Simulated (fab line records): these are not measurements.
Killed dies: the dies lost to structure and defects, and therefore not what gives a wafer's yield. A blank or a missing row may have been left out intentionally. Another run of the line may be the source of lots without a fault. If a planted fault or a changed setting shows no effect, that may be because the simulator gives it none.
fab line records	flow nand_harc
record lots=12	wafers=36	last_day=25
route steps=1159 shown P_GATE@110 END@1159
lots with no fault: from the same line, run without faults
start_h: hours from the record's first day to the start of the lot's first wafer shown	wait_h: hours from the lot's prior step to this one	" unchanged from the row above	L1.1+2: a row that stands for several wafers	- either no value or no given start	* or withheld: withheld	< > ~ a bound
route shown NAME@n: a module of which the file shows steps, and the number in the route of the first	usual: mean and standard deviation over wafers with no fault	same: alike in all rows	chamber/n: place in a boat	sites: readings site by site	_std_site: standard deviation across them	_edge_site: the outer-site mean with the inner-site mean subtracted	radius_mm: for every site, how far away it sits from the centre of the wafer	mask NAME#n: copy n	behind: the last tool/chamber to shape the wafer	hold: the reason the lot was held/the length of the hold in hours/how it ended	device: the n, p or np transistor that did not switch	end of line: tests of these same wafers at the route's end	for a step that has no rows: nothing shown but its recipe	killed: count of dies lost to structure and defects at first sort (not the wafer's yield)	map: a wafer's dies, marking killed ones x, the rest . and places with no die _
set.NAME: the setting the step ran with; set.NAME@STEP: the setting that earlier step ran with	model.NAME: the simulator's own value behind a step, which no gauge read
one table for each step of the route and one row for each wafer, over a sample of lots
services: when a tool's chamber went out of use (start_h, in hours from the record's first day, below 0 if earlier), for how many hours, and the reason
## steps
# step NHARC_P_GATE_ETCH_69
# recipe target_depth_a=140	chemistry=dHF	material=SiO2
lot.wafer	tool	chamber	start_h	wait_h
L967.4+5+2	wet_bench-09	4,5,6	73.17	0.0
L971.5+4+1	wet_bench-09	7,1,3	90.68	0.1
L970.1+4+3	wet_bench-06	2,3,4	90.68	0.1
L972.5+2+6	wet_bench-06	1,3,4	98.62	0.1
L973.2+4+6	wet_bench-03	6,0,1	109.75	0.1
L974.2+6+1	wet_bench-03	5,0,1	115.41	0.0
L975.4+5+3	wet_bench-06	0,2,3	122.81	0.0
L976.3+1+4	wet_bench-03	3,5,6	122.84	0.1
L979.4+2+5	wet_bench-03	7,3,4	142.54	0.0
L985.3+1+5	wet_bench-09	2,6,7	178.13	0.0
L988.4+2+5	wet_bench-09	0,4,5	200.22	0.0
L987.5+3+1	wet_bench-06	4,6,1	200.24	0.1
# step NHARC_P_GATE_DEP_103
# recipe target_thk_a=300	target_thk_nm=30	temp_c=400	flow_sccm=200	rf_w=350	material=SiON
# usual heater_power_outer_w=482/45	heater_power_w=797/73
lot.wafer	tool	chamber	start_h	wait_h	heater_power_outer_w	heater_power_w
L967.2	pecvd-01	1	96.34	0.5	507	869
L967.4	"	0	"	"	472	760
L967.5	"	2	"	"	435	707
L971.1	pecvd-01	2	112.15	0.6	477	761
L971.4	"	0	"	"	527	847
L971.5	"	2	"	"	490	750
L970.3	pecvd-01	2	112.75	0.4	500	761
L970.1	"	0	"	"	456	744
L970.4	"	2	"	"	514	788
L972.2	pecvd-01	1	124.13	0.4	473	832
L972.5	"	1	"	"	480	831
L972.6	"	0	"	"	511	853
L973.2	pecvd-01	1	134.31	0.5	502	881
L973.4	"	0	"	"	558	901
L973.6	"	1	"	"	509	889
L974.2	pecvd-03	1	134.33	0.5	505	774
L974.1	"	2	"	"	425	775
L974.6	"	2	"	"	423	763
L975.3	pecvd-01	2	145.79	0.4	483	744
L975.4	"	1	"	"	498	864
L975.5	"	0	"	"	558	913
L976.1	pecvd-01	0	146.42	0.6	554	891
L976.3	"	1	"	"	489	841
L976.4	"	2	"	"	490	770
L979.2	pecvd-04	2	164.81	0.5	525	760
L979.4	"	0	"	"	498	780
L979.5	"	1	"	"	370	599
L985.1	pecvd-01	0	199.32	0.6	481	799
L985.3	"	1	"	"	519	897
L985.5	"	2	"	"	493	805
L987.1	pecvd-03	1	221.96	0.7	544	867
L987.3	"	0	"	"	432	731
L987.5	"	2	"	"	467	822
L988.2	pecvd-01	0	222.43	0.5	561	931
L988.5	"	0	"	"	562	935
L988.4	"	1	"	"	475	840
# step NHARC_P_GATE_INSPECT_28
# usual raw_defect_count=6.3/3
lot.wafer	tool	chamber	start_h	wait_h	raw_defect_count
L967.2	defect_inspect-02	-	97.12	0.0	6
L967.4	"	-	"	"	5
L967.5	"	-	"	"	3
L971.1	defect_inspect-01	-	112.77	0.0	5
L971.4	"	-	"	"	7
L971.5	"	-	"	"	4
L970.1	defect_inspect-02	-	113.53	0.0	6
L970.3	"	-	"	"	4
L970.4	"	-	"	"	2
L972.2	defect_inspect-01	-	124.81	0.0	5
L972.5	"	-	"	"	8
L972.6	"	-	"	"	10
L973.2	defect_inspect-01	-	134.93	0.0	5
L973.4	"	-	"	"	4
L973.6	"	-	"	"	8
L974.1	defect_inspect-02	-	135.13	0.0	8
L974.2	"	-	"	"	10
L974.6	"	-	"	"	6
L975.3	defect_inspect-02	-	146.46	0.0	4
L975.4	"	-	"	"	1
L975.5	"	-	"	"	2
L976.1	defect_inspect-02	-	147.07	0.0	6
L976.3	"	-	"	"	8
L976.4	"	-	"	"	1
L979.2	defect_inspect-01	-	165.62	0.0	2
L979.4	"	-	"	"	5
L979.5	"	-	"	"	5
L985.1	defect_inspect-02	-	199.97	0.0	4
L985.3	"	-	"	"	12
L985.5	"	-	"	"	293
L987.1	defect_inspect-02	-	222.89	0.0	6
L987.3	"	-	"	"	4
L987.5	"	-	"	"	2
L988.2	defect_inspect-02	-	223.24	0.0	1
L988.4	"	-	"	"	8
L988.5	"	-	"	"	6
# step NHARC_P_GATE_DESCUM_31
# recipe time_s=3	o2_flow_sccm=200	ar_flow_sccm=0	bias_power_w=0	chemistry=O2
# usual drypump_motor_current_A=5.8/0.43	oes_product_au=1.001/0.012	rf_vpp_V=57.6/0.9	showerhead_plenum_p_Torr=1.90/0.09	throttle_valve_pct=11.311/0.0097
lot.wafer	tool	chamber	start_h	wait_h	drypump_motor_current_A	oes_product_au	rf_hours_counter_h	rf_vpp_V	showerhead_plenum_p_Torr	throttle_valve_pct
L967.4	rie_diel-08	0	97.21	0.1	6.3	1.016	27	57.6	1.86	11.311
L967.2	"	2	"	"	4.9	1.003	26	58.0	2.04	11.307
L967.5	"	3	"	"	6.2	0.989	-	56.5	1.84	11.295
L971.1	rie_diel-08	2	112.84	0.1	4.9	1.001	30	58.8	2.04	11.311
L971.4	"	3	"	"	6.2	0.995	30	57.3	1.84	11.326
L971.5	"	2	"	"	4.9	1.005	-	58.4	2.04	11.301
L970.3	rie_diel-08	0	113.59	0.1	6.3	1.013	31	55.8	1.86	11.313
L970.4	"	1	"	"	6.1	0.987	31	56.8	1.88	11.297
L970.1	"	3	"	"	6.2	0.998	31	55.9	1.84	11.328
L972.2	rie_diel-06	2	124.90	0.1	5.7	0.996	19	57.3	1.82	11.316
L972.5	"	3	"	"	5.7	1.019	-	59.8	2.00	11.317
L972.6	"	0	"	"	5.6	0.986	-	57.4	1.80	11.297
L973.4	rie_diel-08	2	135.00	0.1	4.9	0.986	0	58.0	2.04	11.304
L973.2	"	3	"	"	6.2	0.989	0	56.9	1.84	11.306
L973.6	"	1	"	"	6.1	0.985	-	56.3	1.88	11.331
L974.1	rie_diel-08	1	135.24	0.1	6.1	0.985	0	58.2	1.88	11.328
L974.2	"	2	"	"	4.9	0.993	0	58.8	2.04	11.318
L974.6	"	1	"	"	6.2	0.985	-	57.3	1.88	11.303
L975.4	rie_diel-06	2	146.51	0.1	5.7	0.993	25	58.1	1.82	11.318
L975.3	"	3	"	"	5.8	1.008	27	58.7	2.00	11.316
L975.5	"	2	"	"	5.7	0.993	-	57.2	1.82	11.301
L976.4	rie_diel-08	0	147.13	0.1	6.3	1.013	2	58.2	1.86	11.307
L976.1	"	1	"	"	6.1	0.992	2	57.3	1.88	11.297
L976.3	"	3	"	"	6.2	1.002	2	56.8	1.83	11.319
L979.2	rie_diel-04	0	165.70	0.1	5.7	1.004	16	56.9	1.98	11.305
L979.4	"	2	"	"	5.6	0.998	20	58.5	2.07	11.302
L979.5	"	3	"	"	6.0	0.989	-	58.3	1.99	11.304
L985.3	rie_diel-04	1	200.04	0.1	5.5	1.008	29	58.4	1.90	11.315
L985.1	"	2	"	"	5.6	1.000	31	58.8	2.07	11.314
L985.5	"	1	"	"	5.5	1.008	-	57.5	1.90	11.311
L987.1	rie_diel-08	2	222.96	0.1	4.9	0.991	19	57.9	2.04	11.297
L987.3	"	1	"	"	6.1	0.984	19	57.8	1.88	11.301
L987.5	"	2	"	"	4.9	0.997	-	57.5	2.04	11.319
L988.2	rie_diel-08	2	223.31	0.1	4.9	0.992	19	59.5	2.04	11.325
L988.5	"	1	"	"	6.1	0.976	-	57.9	1.88	11.312
L988.4	"	3	"	"	6.2	1.002	-	57.9	1.83	11.295
# step NHARC_P_GATE_HM_OPEN_105
# recipe target_depth_a=3600	o2_flow_sccm=400	cos_flow_sccm=20	ar_flow_sccm=0	rf_w=500	bias_w=300	chemistry=O2/COS
# usual bias_w=300.2/0.82	drypump_motor_current_A=5.8/0.42	oes_product_au=1.000/0.013	rf_vpp_V=466.8/2.9	showerhead_plenum_p_Torr=3.11/0.14	throttle_valve_pct=28.329/0.0089
lot.wafer	tool	chamber	start_h	wait_h	bias_w	drypump_motor_current_A	oes_product_au	rf_hours_counter_h	rf_vpp_V	showerhead_plenum_p_Torr	throttle_valve_pct
L967.4	rie_diel-08	3	-	-	302.1	6.2	0.994	27	466.4	3.00	28.338
L967.2	"	0	"	"	299.7	6.3	1.018	27	464.0	3.04	28.338
L967.5	"	0	"	"	299.0	6.3	1.022	-	466.0	3.04	28.317
L971.4	rie_diel-08	3	-	-	302.0	6.2	0.987	31	463.5	3.00	28.330
L971.1	"	0	"	"	300.2	6.3	1.020	31	467.7	3.04	28.331
L971.5	"	3	"	"	301.5	6.2	0.982	-	462.9	3.00	28.335
L970.1	rie_diel-08	1	-	-	300.8	6.1	0.992	31	465.3	3.07	28.334
L970.3	"	2	"	"	299.7	4.9	1.006	30	470.5	3.32	28.325
L970.4	"	3	"	"	300.8	6.2	1.007	31	463.4	3.00	28.338
L972.2	rie_diel-06	0	-	-	301.0	5.6	0.999	16	464.3	2.95	28.339
L972.6	"	3	"	"	300.5	5.8	1.019	-	470.5	3.26	28.324
L972.5	"	0	"	"	301.8	5.6	1.000	-	463.6	2.95	28.320
L973.2	rie_diel-08	0	-	-	300.8	6.3	1.007	0	465.8	3.04	28.316
L973.4	"	1	"	"	299.3	6.2	0.990	0	466.8	3.07	28.331
L973.6	"	0	"	"	299.3	6.3	1.016	-	465.4	3.04	28.329
L974.2	rie_diel-08	1	-	-	300.8	6.1	0.992	0	466.5	3.07	28.318
L974.1	"	2	"	"	300.6	4.9	1.009	0	472.0	3.32	28.327
L974.6	"	0	"	"	298.5	6.3	1.012	-	464.7	3.04	28.332
L975.3	rie_diel-06	2	-	-	300.4	5.7	0.991	25	463.8	2.98	28.330
L975.4	"	3	"	"	299.3	5.8	1.016	27	470.3	3.25	28.333
L975.5	"	1	"	"	299.4	6.2	1.017	-	464.6	2.97	28.351
L976.1	rie_diel-08	0	-	-	300.2	6.3	1.007	2	465.9	3.04	28.333
L976.4	"	2	"	"	300.8	4.9	0.988	1	469.5	3.32	28.335
L976.3	"	3	"	"	301.5	6.2	0.987	2	464.8	3.00	28.331
L979.4	rie_diel-04	0	-	-	299.5	5.7	0.999	17	469.2	3.23	28.324
L979.2	"	2	"	"	299.9	5.6	0.994	20	471.7	3.36	28.328
L979.5	"	0	"	"	299.9	5.7	1.014	-	469.1	3.23	28.340
L985.1	rie_diel-04	2	-	-	301.3	5.6	0.995	32	469.2	3.36	28.336
L985.3	"	3	"	"	299.8	6.0	0.977	31	469.0	3.24	28.338
L985.5	"	2	"	"	300.9	5.6	0.986	-	471.8	3.36	28.335
L987.1	rie_diel-08	2	-	-	299.3	4.9	0.994	19	470.1	3.31	28.336
L987.3	"	3	"	"	299.9	6.2	1.004	17	464.5	2.99	28.334
L987.5	"	2	"	"	299.8	4.9	0.996	-	472.1	3.31	28.318
L988.2	rie_diel-08	3	-	-	300.6	6.2	1.007	17	462.1	2.99	28.330
L988.5	"	1	"	"	300.9	6.2	0.973	-	466.4	3.06	28.326
L988.4	"	2	"	"	298.9	4.9	0.996	-	471.3	3.31	28.336
# step NHARC_END_SORT_01
# recipe temp_c=25
# usual killed_at_array=28/11	killed_at_other=0.7/1.1	killed_at_periphery=2.9/2	killed_dies=32/11	killed_open=3.2/1.8	killed_short=2.0/1.4
# same gross_dies=677
lot.wafer	tool	chamber	start_h	wait_h	killed_at_array	killed_at_other	killed_at_periphery	killed_dies	killed_open	killed_short
L967.2	prober-01	0	451.91	2.8	25	0	1	26	3	2
L967.4	prober-01	0	453.52	3.4	29	0	0	29	1	1
L967.5	prober-01	0	454.32	3.7	35	0	3	38	4	3
L971.1	prober-02	0	458.88	2.5	15	0	4	19	1	2
L971.4	prober-02	0	461.29	3.4	33	0	5	38	5	1
L971.5	prober-02	0	462.10	3.7	23	0	1	24	3	2
L970.1	prober-01	0	465.86	2.5	20	0	1	21	7	0
L970.3	prober-01	0	467.45	3.1	22	0	3	25	4	6
L970.4	prober-01	0	468.24	3.4	20	0	0	20	2	1
L972.2	prober-02	0	467.51	2.8	26	0	3	29	3	0
L972.5	prober-02	0	469.93	3.7	25	0	1	26	2	2
L972.6	prober-02	0	470.74	4.0	31	0	3	34	5	3
L973.2	prober-01	0	476.01	2.8	27	5	5	37	0	1
L973.4	prober-01	0	477.60	3.4	37	1	3	41	5	2
L973.6	prober-01	0	479.19	4.0	23	1	4	28	1	4
L976.1	prober-01	0	492.45	2.5	34	0	2	36	3	2
L976.3	prober-01	0	494.05	3.1	22	0	3	25	4	3
L976.4	prober-01	0	494.85	3.4	14	0	4	18	3	0
L974.1	prober-02	0	492.46	2.5	23	4	4	31	3	0
L974.2	prober-02	0	493.27	2.8	18	0	3	21	1	1
L974.6	prober-02	0	496.48	4.0	28	3	2	33	5	0
L975.3	prober-01	0	501.86	3.1	49	1	2	52	1	2
L975.4	prober-01	0	502.66	3.4	49	0	1	50	5	1
L975.5	prober-01	0	503.45	3.7	40	1	3	44	3	2
L979.2	prober-01	0	508.88	2.8	31	2	2	35	3	6
L979.4	prober-01	0	510.46	3.4	28	1	5	34	6	5
L979.5	prober-01	0	511.26	3.7	30	1	4	35	4	4
L985.1	prober-01	0	547.89	2.5	12	1	3	16	2	1
L985.3	prober-01	0	549.49	3.1	17	2	0	19	1	5
L985.5	prober-01	0	551.09	3.7	20	0	42	62	6	1
L987.1	prober-02	0	586.78	2.5	18	0	2	20	2	3
L987.3	prober-02	0	588.39	3.1	17	0	3	20	4	3
L987.5	prober-02	0	590.00	3.7	22	0	1	23	3	5
L988.2	prober-02	0	595.71	2.8	35	0	5	40	6	1
L988.4	prober-02	0	597.31	3.4	31	3	6	40	5	1
L988.5	prober-02	0	598.11	3.7	35	1	5	41	4	2
# killed by level:class
L967.2 A_CHANNEL_HOLE_D1:chamber_film_flake=10 A_SLIT:chamber_film_flake=7 A_CONTACT:geometric_particle:open=2 A_STAIRCASE:chamber_film_flake=2 A_CHANNEL_HOLE_D1:geometric_particle:open=1 A_CONTACT:geometric_particle:short=1 A_BLC:geometric_particle:short=1 P_GATE:chamber_film_flake=1
L967.4 A_CHANNEL_HOLE_D1:chamber_film_flake=8 A_SLIT:chamber_film_flake=8 A_CONTACT:chamber_film_flake=8 A_CHANNEL_FILL_D1:chamber_film_flake=2 A_ONON_D1:geometric_particle:short=1 A_CONTACT:geometric_particle:open=1 A_WL_FILL:chamber_film_flake=1
L967.5 A_CHANNEL_HOLE_D1:chamber_film_flake=15 A_SLIT:chamber_film_flake=9 A_WL_FILL:chamber_film_flake=5 A_CONTACT:geometric_particle:open=2 P_M0:geometric_particle:open=1 P_M0:geometric_particle:short=1 A_CHANNEL_HOLE_D1:geometric_particle:short=1 A_SLIT:geometric_particle:short=1
L971.1 A_SLIT:chamber_film_flake=6 A_CHANNEL_HOLE_D1:chamber_film_flake=4 P_ZERO_WELL:chamber_film_flake=2 A_STAIRCASE:chamber_film_flake=2 P_CONTACT:geometric_particle:open=1 A_SOURCE_PLATE:geometric_particle:short=1 A_SGD_CUT:geometric_particle:short=1 P_GATE:chamber_film_flake=1
L971.4 A_CHANNEL_HOLE_D1:chamber_film_flake=12 A_SLIT:chamber_film_flake=9 A_STAIRCASE:chamber_film_flake=4 P_ZERO_WELL:chamber_film_flake=3 A_M0:geometric_particle:open=2 A_CONTACT:chamber_film_flake=2 P_M0:geometric_particle:open=1 A_ONON_D1:geometric_particle:open=1
L971.5 A_SLIT:chamber_film_flake=8 A_CHANNEL_HOLE_D1:chamber_film_flake=6 A_STAIRCASE:chamber_film_flake=3 A_ONON_D1:geometric_particle:short=1 A_ONON_D1:geometric_particle:open=1 A_CHANNEL_FILL_D1:geometric_particle:open=1 A_CONTACT:geometric_particle:short=1 A_CONTACT:geometric_particle:open=1
L970.1 A_SLIT:chamber_film_flake=8 A_CONTACT:chamber_film_flake=4 A_WL_FILL:geometric_particle:open=2 P_CONTACT:geometric_particle:open=1 A_SOURCE_PLATE:geometric_particle:open=1 A_ONON_D1:geometric_particle:open=1 A_CONTACT:geometric_particle:open=1 A_M0:geometric_particle:open=1
L970.3 A_SLIT:chamber_film_flake=6 A_CONTACT:chamber_film_flake=4 P_GATE:chamber_film_flake=3 A_CHANNEL_FILL_D1:geometric_particle:short=2 A_SGD_CUT:geometric_particle:short=2 A_CONTACT:geometric_particle:open=2 A_CHANNEL_HOLE_D1:chamber_film_flake=2 A_ONON_D1:geometric_particle:open=1
L972.2 A_CHANNEL_HOLE_D1:chamber_film_flake=16 A_CONTACT:chamber_film_flake=4 P_GATE:chamber_film_flake=2 A_BONDPAD:chamber_film_flake=2 P_M1:geometric_particle:open=1 A_SGD_CUT:geometric_particle:open=1 A_M1:geometric_particle:open=1 A_CHANNEL_FILL_D1:chamber_film_flake=1
L970.4 A_SLIT:chamber_film_flake=7 A_CHANNEL_HOLE_D1:chamber_film_flake=3 A_CONTACT:chamber_film_flake=3 A_STAIRCASE:chamber_film_flake=2 A_WL_FILL:geometric_particle:open=1 A_WL_FILL:geometric_particle:short=1 A_CONTACT:geometric_particle:open=1 A_ZERO_WELL:chamber_film_flake=1
L972.5 A_CHANNEL_HOLE_D1:chamber_film_flake=12 A_CONTACT:chamber_film_flake=5 A_STAIRCASE:chamber_film_flake=3 A_WL_FILL:geometric_particle:open=2 A_ONON_D1:geometric_particle:short=1 A_CHANNEL_HOLE_D1:geometric_particle:short=1 P_ZERO_WELL:chamber_film_flake=1 A_CHANNEL_FILL_D1:chamber_film_flake=1
L972.6 A_CHANNEL_HOLE_D1:chamber_film_flake=13 A_CONTACT:chamber_film_flake=6 A_STAIRCASE:chamber_film_flake=3 A_CONTACT:geometric_particle:open=2 P_CONTACT:geometric_particle:open=1 A_CONTACT:geometric_particle:short=1 A_BLC:geometric_particle:open=1 A_BLC:geometric_particle:short=1
L973.2 A_CHANNEL_HOLE_D1:chamber_film_flake=15 P_GATE:chamber_film_flake=4 A_CONTACT:chamber_film_flake=4 A_BONDPAD:chamber_film_flake=4 THIN_TSV:chamber_film_flake=4 A_STAIRCASE:chamber_film_flake=3 STARTING-WAFER:geometric_particle:short=1 P_ZERO_WELL:chamber_film_flake=1
L973.4 A_CHANNEL_HOLE_D1:chamber_film_flake=24 A_CONTACT:chamber_film_flake=6 A_WL_FILL:geometric_particle:short=2 A_BONDPAD:chamber_film_flake=2 P_GATE:geometric_particle:open=1 P_M0:geometric_particle:open=1 A_ONON_D1:geometric_particle:open=1 A_BLC:geometric_particle:open=1
L973.6 A_CHANNEL_HOLE_D1:chamber_film_flake=13 P_GATE:chamber_film_flake=3 A_CONTACT:chamber_film_flake=3 A_STAIRCASE:chamber_film_flake=2 P_CONTACT:geometric_particle:short=1 A_CHANNEL_FILL_D1:geometric_particle:short=1 A_SGD_CUT:geometric_particle:open=1 A_WL_FILL:geometric_particle:short=1
L976.1 A_SLIT:chamber_film_flake=12 A_CHANNEL_HOLE_D1:chamber_film_flake=7 A_STAIRCASE:chamber_film_flake=6 P_ZERO_WELL:chamber_film_flake=2 A_CONTACT:chamber_film_flake=2 A_ONON_D1:geometric_particle:open=1 A_CHANNEL_FILL_D1:geometric_particle:short=1 A_CHANNEL_FILL_D1:geometric_particle:open=1
L974.1 A_CHANNEL_HOLE_D1:chamber_film_flake=17 A_STAIRCASE:chamber_film_flake=5 THIN_TSV:chamber_film_flake=4 P_CONTACT:geometric_particle:open=2 P_STI:geometric_particle:open=1 P_ZERO_WELL:chamber_film_flake=1 A_WL_FILL:chamber_film_flake=1
L974.2 A_CHANNEL_HOLE_D1:chamber_film_flake=15 P_GATE:chamber_film_flake=2 P_GATE:geometric_particle:short=1 A_CHANNEL_FILL_D1:geometric_particle:open=1 A_STAIRCASE:chamber_film_flake=1 A_WL_FILL:chamber_film_flake=1
L976.3 A_SLIT:chamber_film_flake=9 A_CHANNEL_HOLE_D1:chamber_film_flake=3 A_CONTACT:chamber_film_flake=2 P_M0:geometric_particle:open=1 A_ONON_D1:geometric_particle:open=1 A_CHANNEL_HOLE_D1:geometric_particle:short=1 A_WL_FILL:geometric_particle:short=1 A_WL_FILL:geometric_particle:open=1
L976.4 A_SLIT:chamber_film_flake=8 A_STAIRCASE:chamber_film_flake=3 A_CONTACT:chamber_film_flake=2 P_GATE:geometric_particle:open=1 P_M0:geometric_particle:open=1 P_M1:geometric_particle:open=1 P_ZERO_WELL:chamber_film_flake=1 A_WL_FILL:chamber_film_flake=1
L974.6 A_CHANNEL_HOLE_D1:chamber_film_flake=18 A_STAIRCASE:chamber_film_flake=3 THIN_TSV:chamber_film_flake=3 A_CONTACT:chamber_film_flake=2 P_CONTACT:geometric_particle:open=1 P_M0:geometric_particle:open=1 A_CHANNEL_FILL_D1:geometric_particle:open=1 A_CONTACT:geometric_particle:open=1
L975.3 A_SLIT:chamber_film_flake=15 A_CHANNEL_HOLE_D1:chamber_film_flake=13 A_CONTACT:chamber_film_flake=9 A_STAIRCASE:chamber_film_flake=6 A_CHANNEL_FILL_D1:chamber_film_flake=4 P_M0:geometric_particle:open=1 A_SOURCE_PLATE:geometric_particle:short=1 A_CHANNEL_FILL_D1:geometric_particle:short=1
L975.4 A_CHANNEL_HOLE_D1:chamber_film_flake=14 A_SLIT:chamber_film_flake=11 A_CONTACT:chamber_film_flake=10 A_STAIRCASE:chamber_film_flake=5 A_CHANNEL_FILL_D1:chamber_film_flake=4 A_M0:geometric_particle:open=3 P_CONTACT:geometric_particle:open=1 A_ONON_D1:geometric_particle:open=1
L975.5 A_CHANNEL_HOLE_D1:chamber_film_flake=13 A_SLIT:chamber_film_flake=9 A_STAIRCASE:chamber_film_flake=8 A_CHANNEL_FILL_D1:chamber_film_flake=4 A_CONTACT:chamber_film_flake=4 P_M0:geometric_particle:short=1 P_M0:geometric_particle:open=1 A_CONTACT:geometric_particle:open=1
L979.2 A_SLIT:chamber_film_flake=12 A_CHANNEL_HOLE_D1:chamber_film_flake=6 A_CONTACT:chamber_film_flake=3 A_CHANNEL_FILL_D1:geometric_particle:short=2 A_STAIRCASE:chamber_film_flake=2 P_CONTACT:geometric_particle:open=1 P_M0:geometric_particle:short=1 A_ONON_D1:geometric_particle:short=1
L979.4 A_SLIT:chamber_film_flake=15 P_M0:geometric_particle:short=2 A_CHANNEL_FILL_D1:geometric_particle:short=2 A_CHANNEL_HOLE_D1:chamber_film_flake=2 A_STAIRCASE:chamber_film_flake=2 A_CONTACT:chamber_film_flake=2 P_GATE:geometric_particle:open=1 P_CONTACT:geometric_particle:open=1
L979.5 A_SLIT:chamber_film_flake=11 A_CONTACT:chamber_film_flake=4 A_CHANNEL_HOLE_D1:chamber_film_flake=3 A_STAIRCASE:chamber_film_flake=3 A_M1:chamber_film_flake=3 P_CONTACT:geometric_particle:open=2 A_CHANNEL_FILL_D1:geometric_particle:short=2 A_CONTACT:geometric_particle:short=2
L985.1 A_CHANNEL_HOLE_D1:chamber_film_flake=4 A_STAIRCASE:chamber_film_flake=3 A_CONTACT:chamber_film_flake=2 P_M0:geometric_particle:open=1 A_WL_FILL:geometric_particle:short=1 A_CONTACT:geometric_particle:open=1 P_ZERO_WELL:chamber_film_flake=1 P_GATE:chamber_film_flake=1
L985.3 A_WL_FILL:chamber_film_flake=4 A_CHANNEL_HOLE_D1:chamber_film_flake=2 A_CONTACT:chamber_film_flake=2 THIN_TSV:chamber_film_flake=2 A_SOURCE_PLATE:geometric_particle:open=1 A_ONON_D1:geometric_particle:short=1 A_CHANNEL_HOLE_D1:geometric_particle:short=1 A_SGD_CUT:geometric_particle:short=1
L985.5 P_GATE:unspecified=37 A_CHANNEL_HOLE_D1:chamber_film_flake=5 A_WL_FILL:chamber_film_flake=4 A_M0:chamber_film_flake=4 A_SOURCE_PLATE:geometric_particle:open=3 P_GATE:chamber_film_flake=2 A_CONTACT:chamber_film_flake=2 P_CONTACT:geometric_particle:open=1
L987.1 A_CHANNEL_HOLE_D1:chamber_film_flake=7 A_CONTACT:chamber_film_flake=6 P_M1:geometric_particle:open=1 A_CHANNEL_FILL_D1:geometric_particle:short=1 A_WL_FILL:geometric_particle:short=1 A_WL_FILL:geometric_particle:open=1 A_M0:geometric_particle:short=1 P_GATE:chamber_film_flake=1
L987.3 A_CHANNEL_HOLE_D1:chamber_film_flake=3 A_CONTACT:chamber_film_flake=3 A_WL_FILL:geometric_particle:short=2 P_M0:geometric_particle:open=1 A_SOURCE_PLATE:geometric_particle:open=1 A_SGD_CUT:geometric_particle:open=1 A_SGD_CUT:geometric_particle:short=1 A_M0:geometric_particle:open=1
L987.5 A_CHANNEL_HOLE_D1:chamber_film_flake=7 A_CHANNEL_FILL_D1:chamber_film_flake=4 A_CONTACT:chamber_film_flake=4 A_ONON_D1:geometric_particle:short=2 P_M1:geometric_particle:open=1 A_CHANNEL_HOLE_D1:geometric_particle:short=1 A_WL_FILL:geometric_particle:short=1 A_CONTACT:geometric_particle:open=1
L988.2 A_SLIT:chamber_film_flake=15 P_M2:chamber_film_flake=3 A_CHANNEL_HOLE_D1:chamber_film_flake=3 A_CONTACT:chamber_film_flake=3 A_M0:chamber_film_flake=3 A_SGD_CUT:geometric_particle:open=2 A_CONTACT:geometric_particle:open=2 A_CHANNEL_HOLE_D1:unspecified=2
L988.4 A_SLIT:chamber_film_flake=16 A_CONTACT:chamber_film_flake=3 A_CHANNEL_HOLE_D1:chamber_film_flake=3 THIN_TSV:chamber_film_flake=3 P_CONTACT:geometric_particle:open=2 P_M2:chamber_film_flake=2 A_CHANNEL_FILL_D1:chamber_film_flake=2 A_STAIRCASE:chamber_film_flake=2
L988.5 A_SLIT:chamber_film_flake=20 P_M2:chamber_film_flake=3 A_STAIRCASE:chamber_film_flake=3 A_ONON_D1:geometric_particle:open=2 A_CONTACT:geometric_particle:open=2 A_CHANNEL_HOLE_D1:unspecified=2 A_CHANNEL_HOLE_D1:chamber_film_flake=2 A_CHANNEL_FILL_D1:chamber_film_flake=2
## services
tool	chamber	start_h	hours	kind
rie_diel-08	0	54.93	-	clean
rie_diel-08	1	54.93	-	clean
rie_diel-08	2	54.93	-	clean
rie_diel-08	3	54.93	-	clean
pecvd-01	-	56.00	13.0	pm
wet_bench-03	-	56.54	6.9	repair
rie_diel-06	-	65.80	9.0	pm
rie_diel-08	0	79.43	-	clean
pecvd-03	-	111.13	13.0	pm
rie_diel-04	-	111.97	9.0	pm
wet_bench-09	-	112.80	8.0	pm
pecvd-01	-	115.33	5.5	repair
rie_diel-06	1	120.98	3.8	repair
rie_diel-08	-	124.86	9.0	pm
wet_bench-06	-	129.60	8.0	pm
wet_bench-03	-	146.40	8.0	pm
wet_bench-06	-	158.58	36.6	repair
rie_diel-04	1	160.85	3.3	repair
pecvd-03	0	169.67	9.2	repair
pecvd-04	-	195.32	13.0	pm
rie_diel-06	1	202.75	4.9	repair
wet_bench-09	-	209.53	1.0	repair
rie_diel-06	1	215.78	28.6	repair
rie_diel-08	0	222.34	17.2	repair
## key
first_sign step=NHARC_P_GATE_INSPECT_28	reading=raw_defect_count	direction=up	sigmas=96	usual=6.3	struck=293
effect step=NHARC_END_SORT_01	reading=killed_at_periphery	direction=up	sigmas=20	usual=2.9	struck=42
more_kills_born_at NHARC_P_GATE_ETCH_69@wet_bench-09=37
met_at NHARC_P_GATE_ETCH_69
struck_lots L985
struck_wafers L985.5
tester_left_out L985
not_acting_at NHARC_P_GATE_DEP_103,NHARC_P_GATE_DESCUM_31,NHARC_P_GATE_HM_OPEN_105
onset_between 90.68 178.13
fault kind=chamber_particle_source	tool=wet_bench-09	chamber=7	onset_h=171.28	steps=NHARC_P_GATE_ETCH_69	rate_per_visit_cm2=0.37989	end_h=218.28
# tester_left_out: of these lots the tester's yield and bins aren't shown, on N5 and GAA mostly nor the transistor test; their killed dies are dies lost to structure and defects alone, not to doping, threshold or leakage, so they don't give the yield
